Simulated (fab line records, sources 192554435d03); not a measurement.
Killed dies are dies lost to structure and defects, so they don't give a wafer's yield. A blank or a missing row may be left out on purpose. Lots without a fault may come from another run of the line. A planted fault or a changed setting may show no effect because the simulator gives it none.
A struck lot beside a sound one | flow n5_finfet | 19 steps out of a route of 1938
Sound: wafers L786.3, L786.5, L786.6. Struck: wafers L790.1, L790.4, L790.6. The cause comes at the end.
At each step with rows: each side's tool, then ch and its chambers, then its first start. Under that, the readings that differ: sound wafers | struck wafers | difference of the means | sigmas: that difference in standard deviations of wafers without a fault.
alike: readings whose means differ by less than 2 such deviations, and words and numbers that are the same on both sides. not compared: withheld readings, readings that some wafer has no value for, bounds like >300 that may hide the same value, and numbers for which the record gives no deviation and whose values overlap.
The two part at a step that has a row with sigmas, a row that says differs or no value, or rows on one side only. Numbers that don't overlap but have no deviation are shown without sigmas and don't part them. A reading that every wafer of one side lacks parts them only if that side has two wafers or more.

N5_BEOL_M7_RS_MEAS_57: measures by four-point-probe.
  sound on film_metro-01, day 9 21:56; struck on film_metro-01, day 10 19:39
  alike: M7_RS
N5_BEOL_M7_INSPECT_58: inspects for defects (darkfield).
  sound on defect_inspect-01, day 9 21:58; struck on defect_inspect-01, day 10 19:40
  alike: raw_defect_count
N5_BEOL_M8_ILD_DEP_00: deposits SiCOH lowk from DEMS/porogen, target thk 179.75 nm, time 33.4 s.
  sound on pecvd-03 ch 0,1, day 9 22:00; struck on pecvd-04 ch 0,1, day 10 19:43
  reading                | sound          | struck         | difference | sigmas
  throttle_valve_pct (%) | 13.4 13.5 13.4 | 14.9 14.7 13.7 | +1.0       | +2
  alike: chamber_pressure_Torr, heater_power_w, showerhead_plenum_p_Torr
N5_BEOL_M8_CURE_74: cures SiCOH lowk, time 240 s.
  sound on uv_cure-01 ch 0, day 9 22:34; struck on uv_cure-01 ch 0, day 10 19:46
  alike: lamp_power_pct, wafer_temp_C_max
N5_BEOL_M8_THK_MEAS_01:
  sound on film_metro-01, day 9 22:55; struck on film_metro-02, day 10 20:17
  alike: M8_ILD_THK
N5_BEOL_M8_PECVD_70: deposits SiO2 from TEOS/O2, target thk 20 nm, time 22.7 s.
  sound on pecvd-03 ch 1,2, day 9 22:57; struck on pecvd-04 ch 0,1,2, day 10 20:19
  alike: chamber_pressure_Torr, heater_power_w, showerhead_plenum_p_Torr, throttle_valve_pct
N5_BEOL_M8_HM_DEP_02: deposits TiN, target thk 20 nm.
  sound on pvd_sputter-02, day 9 23:22; struck on pvd_sputter-01, day 10 22:12
  alike: chamber_pressure_pa, substrate_temp_c, throttle_valve_pct
then, 5 steps without rows for these wafers: N5_BEOL_M8_COAT_59 (time 60 s, resist thk 100 nm); N5_BEOL_M8_COAT_60 (time 60 s, resist thk 35 nm); N5_BEOL_M8_COAT_05 (resist thk 90 nm); N5_BEOL_M8_EBR_07; N5_BEOL_M8_SOFTBAKE_06 (time 60 s).
N5_BEOL_M8_EXPOSE_08: exposes mask M8.
  sound on arfi_scanner-01 ch 0, day 9 23:38; struck on arfi_scanner-01 ch 0, day 10 22:34
  reading                         | sound          | struck         | difference | sigmas
  model.BEOL_M8.overlay_x_nm (nm) | -0.2 -0.2 -0.2 | 19.2 19.2 19.2 | +19.4      |
  alike: mask, stage_vel_mm_s
then, 2 steps without rows for these wafers: N5_BEOL_M8_PEB_09 (peb time 60 s); N5_BEOL_M8_DEVELOP_10 (develop time 30 s).
N5_BEOL_M8_CD_MEAS_11: target cd 38.5 nm.
  sound on cd_sem-03 ch 0, day 9 23:45; struck on cd_sem-02 ch 0, day 10 22:42
  alike: cd_nm
N5_BEOL_M8_OVL_MEAS_12:
  sound on overlay-01 ch 0, day 9 23:47; struck on overlay-01 ch 0, day 10 22:44
  reading     | sound         | struck         | difference | sigmas
  M8_OVL (nm) | 1.2 -0.8 -1.6 | 19.4 19.9 19.6 | +20.0      | +25
N5_BEOL_M8_INSPECT_13: inspects for defects (brightfield).
  sound on defect_inspect-02, day 9 23:48; struck on defect_inspect-02, day 10 22:45
  alike: raw_defect_count
-- the record jumps here: 3 days lie between the struck wafers' starts before and after (it left off in module BEOL_M8 and takes up again in module PASSIVATION, whose first step shown is number 1936 of the route) --
N5_PASSIVATION_PROBE_49:
  the record has rows for the struck wafers here (prober-01, day 14 01:26) and none for the sound ones

WHERE THEY PART
First at N5_BEOL_M8_ILD_DEP_00; last, within this record, at N5_PASSIVATION_PROBE_49.

WHY: what the simulator had put in
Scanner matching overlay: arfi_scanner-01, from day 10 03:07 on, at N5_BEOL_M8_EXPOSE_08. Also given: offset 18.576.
